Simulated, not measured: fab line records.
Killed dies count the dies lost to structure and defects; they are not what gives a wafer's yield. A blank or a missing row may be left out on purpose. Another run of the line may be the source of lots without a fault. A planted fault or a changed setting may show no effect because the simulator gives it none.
Split-lot study | flow n5 finfet | 21 wafers read from 7 lots, route of 1938 steps

== THE SPLIT ==
At N5_ZERO_LAYER_EXPOSE_08 (exposes mask ZERO, defocus 0 nm, target cd 2000 nm), the setting dose mj was moved away from the recipe's 16.2 on 4 of the 21 wafers read, by -6.5% to +4.6%. This setting was run at the recipe's value on the other wafers.

== FROM THE SPLIT TO THE READING: what the file shows between them, 3 steps ==
- N5_ZERO_LAYER_PEB_09 (also split here: peb time s)
- N5_ZERO_LAYER_DEVELOP_10: develop time 60 s
- N5_ZERO_LAYER_HARDBAKE_23: time 120 s

== THE READING ==
Shown in nm: cd nm at N5_ZERO_LAYER_CD_MEAS_11, with target cd 2000 nm. Fault-free wafers of this fab line usually give 2000.5 nm, standard deviation 1.5 nm.

wafer  | tool, chamber at the split | dose mj as run | against the recipe | cd nm, nm | against lot-mates on the recipe
L074.1 | krf scanner-02, 0          | 16.2           | recipe             | 2001.6    | -
L074.2 | krf scanner-02, 0          | 16.2           | recipe             | 1997.4    | -
L074.5 | krf scanner-02, 0          | 15.65          | -3.4%              | 1990.8    | -8.7
L075.1 | krf scanner-01, 0          | 16.95          | +4.6%              | 2012.1    | +11.5
L075.2 | krf scanner-01, 0          | 16.2           | recipe             | 2000.6    | -
L075.3 | krf scanner-01, 0          | 16.95          | +4.6%              | 2009.4    | +8.8
L078.1 | krf scanner-02, 0          | 16.2           | recipe             | 2001.2    | -
L078.4 | krf scanner-02, 0          | 16.2           | recipe             | 2001.9    | -
L078.5 | krf scanner-02, 0          | 16.2           | recipe             | 2001.2    | -
L083.3 | krf scanner-01, 0          | 16.2           | recipe             | 1998.5    | -
L083.5 | krf scanner-01, 0          | 16.2           | recipe             | 1998.1    | -
L083.6 | krf scanner-01, 0          | 15.14          | -6.5%              | 1984.7    | -13.6
L094.1 | krf scanner-01, 0          | 16.2           | recipe             | 2003.3    | -
L094.2 | krf scanner-01, 0          | 16.2           | recipe             | 2003.9    | -
L094.3 | krf scanner-01, 0          | 16.2           | recipe             | 2000.8    | -
L096.2 | krf scanner-01, 0          | 16.2           | recipe             | 2000.1    | -
L096.3 | krf scanner-01, 0          | 16.2           | recipe             | 2002.3    | -
L096.4 | krf scanner-01, 0          | 16.2           | recipe             | 1999.1    | -
L097.3 | krf scanner-01, 0          | 16.2           | recipe             | 2000.5    | -
L097.4 | krf scanner-01, 0          | 16.2           | recipe             | 2000.0    | -
L097.5 | krf scanner-01, 0          | 16.2           | recipe             | 2001.0    | -

FIT RESULTS
A straight line over all 21 wafers: cd nm changes by +2.38 nm for each +1% of dose mj; r = +0.95; the points scatter about the line by 1.7 nm.
The same after taking each lot's own level away (the mean of its wafers on the recipe; 21 wafers): +2.19 nm for each +1%; r = +0.97; scatter 1.2 nm.
According to that fit, moving dose mj by its largest amount changes the reading by 14 nm.
The lots' own levels span 1998.30 to 2002.67 nm, that is 2.9 times the standard deviation above.
The two slopes agree, so the slope changes little with the lot-to-lot level.
Check: with one of the wafers moved furthest among these (-6.5%) left out of the fit, the line predicts -15 nm for it against its lot-mates. Against them it came out at -13.6 nm.

== THE OTHER SPLITS THESE WAFERS WENT THROUGH ==
These wafers also went through other splits before the reading. Each is held against what the fit with the lots' levels taken away leaves over:
other split on the same wafers  | wafers away from the commonest value | r with cd nm (lot level and that fit taken away)
N5_ZERO_LAYER_PEB_09 peb time s | as run: not given for these wafers   | -

== THE FILE'S OWN FIT ==
cd nm changes by +2.18 nm for each +1% of dose mj, r = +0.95.
